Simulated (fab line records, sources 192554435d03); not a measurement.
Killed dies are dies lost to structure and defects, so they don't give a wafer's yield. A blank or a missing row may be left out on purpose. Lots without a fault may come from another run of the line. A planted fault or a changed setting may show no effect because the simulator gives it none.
Split-lot experiment | flow n5_finfet | 7 lots, 21 wafers read, on a route of 1938 steps

THE SPLIT
At N5_FIN_SAQP_FIN_ETCH_36 (etches the open film in HBr/Cl2/O2, target depth 120 nm, time 50.4 s), the setting bias_w was moved away from the recipe's 102 W on 5 of the 21 wafers read, by -16.9% to +12.8%. The other wafers ran this setting at the recipe's value.

FROM THE SPLIT TO THE READING: what the file shows between them, 3 steps
- N5_FIN_SAQP_PRECLEAN_38: cleans in O3/DIW, time 45 s
- N5_FIN_SAQP_PRECLEAN_45: cleans in dHF, time 10 s
- N5_FIN_SAQP_SRD_39: time 30 s

THE READING
trench_depth_nm, in nm, at N5_FIN_SAQP_OCD_MEAS_76. Fault-free wafers of this fab line usually give 120.6 nm, standard deviation 1.1 nm.

wafer  | tool, chamber at the split | bias_w as run, W | against the recipe | trench_depth_nm, nm | against lot-mates on the recipe
L076.1 | rie_si-05, 3               | 102              | recipe             | 122.7               | -
L076.2 | rie_si-05, 2               | 102              | recipe             | 120.8               | -
L076.4 | rie_si-05, 0               | 106.6            | +4.5%              | 122.9               | +1.2
L083.1 | rie_si-06, 2               | 102              | recipe             | 120.0               | -
L083.3 | rie_si-06, 1               | 102              | recipe             | 120.8               | -
L083.4 | rie_si-06, 0               | 102              | recipe             | 118.2               | -
L088.3 | rie_si-05, 3               | 102              | recipe             | 121.2               | -
L088.5 | rie_si-05, 2               | 102              | recipe             | 120.8               | -
L088.6 | rie_si-05, 1               | 102              | recipe             | 121.4               | -
L089.1 | rie_si-06, 3               | 102              | recipe             | 121.3               | -
L089.2 | rie_si-06, 0               | 102              | recipe             | 120.2               | -
L089.5 | rie_si-06, 3               | 102              | recipe             | 121.5               | -
L090.1 | rie_si-03, 1               | 84.72            | -16.9%             | 114.7               | -6.0
L090.3 | rie_si-03, 3               | 102              | recipe             | 118.9               | -
L090.4 | rie_si-03, 2               | 102              | recipe             | 122.5               | -
L093.1 | rie_si-05, 0               | 102              | recipe             | 119.7               | -
L093.3 | rie_si-05, 3               | 115.1            | +12.8%             | 123.1               | +3.4
L093.5 | rie_si-05, 3               | 115.1            | +12.8%             | 123.7               | +4.0
L096.1 | rie_si-05, 0               | 110.1            | +7.9%              | 124.5               | +3.2
L096.2 | rie_si-05, 1               | 102              | recipe             | 121.0               | -
L096.3 | rie_si-05, 3               | 102              | recipe             | 121.5               | -

THE FIT
A straight line over all 21 wafers: trench_depth_nm changes by +0.301 nm for each +1% of bias_w; r = +0.83; the points scatter about the line by 1.2 nm.
The same after taking each lot's own level away (the mean of its wafers on the recipe; 21 wafers): +0.327 nm for each +1%; r = +0.91; scatter 0.87 nm.
On that fit, the largest move of bias_w shifts the reading by 5.5 nm.
The lots' own levels span 119.67 to 121.75 nm, that is 1.9 times the standard deviation above.
So the lot-to-lot level changes the slope little: the two slopes agree.
Check: with one of the wafers moved furthest among these (-16.9%) left out of the fit, the line predicts -5.14 nm for it against its lot-mates. It came out at -6 nm against them.

OTHER SPLITS ON THESE WAFERS
These wafers also went through other splits before the reading. Each is held against what the fit with the lots' levels taken away leaves over:
other split on the same wafers        | wafers away from the commonest value | r with trench_depth_nm (lot level and that fit taken away)
N5_WELL_APT_EXPOSE_05 dose_mj         | 8                                    | -0.23
N5_WELL_APT_DEVELOP_07 develop_time_s | 4                                    | +0.03
N5_WELL_APT_PEB_23 peb_temp_c         | 9                                    | -0.28
N5_WELL_APT_DEVELOP_24 develop_time_s | 9                                    | -0.27

THE WHOLE CHAIN: every reading that the file lists as answering this split, in the file's order
step                    | what it does                                                         | reading                                                                    | change (the file's fit)               | r (the file's)
N5_FIN_SAQP_FIN_ETCH_36 | etches the open film in HBr/Cl2/O2, target depth 120 nm, time 50.4 s | FIN_SAQP.feature_depth_nm (the simulator's own value, which no gauge read) | +0.346 nm for each +1% of the setting | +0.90
N5_FIN_SAQP_FIN_ETCH_36 | etches the open film in HBr/Cl2/O2, target depth 120 nm, time 50.4 s | etch.depth_nm (the simulator's own value, which no gauge read)             | +0.347 nm for each +1% of the setting | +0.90
N5_FIN_SAQP_OCD_MEAS_76 |                                                                      | trench_depth_nm                                                            | +0.335 nm for each +1% of the setting | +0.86

THE FILE'S OWN FIT
trench_depth_nm changes by +0.335 nm for each +1% of bias_w, r = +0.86.
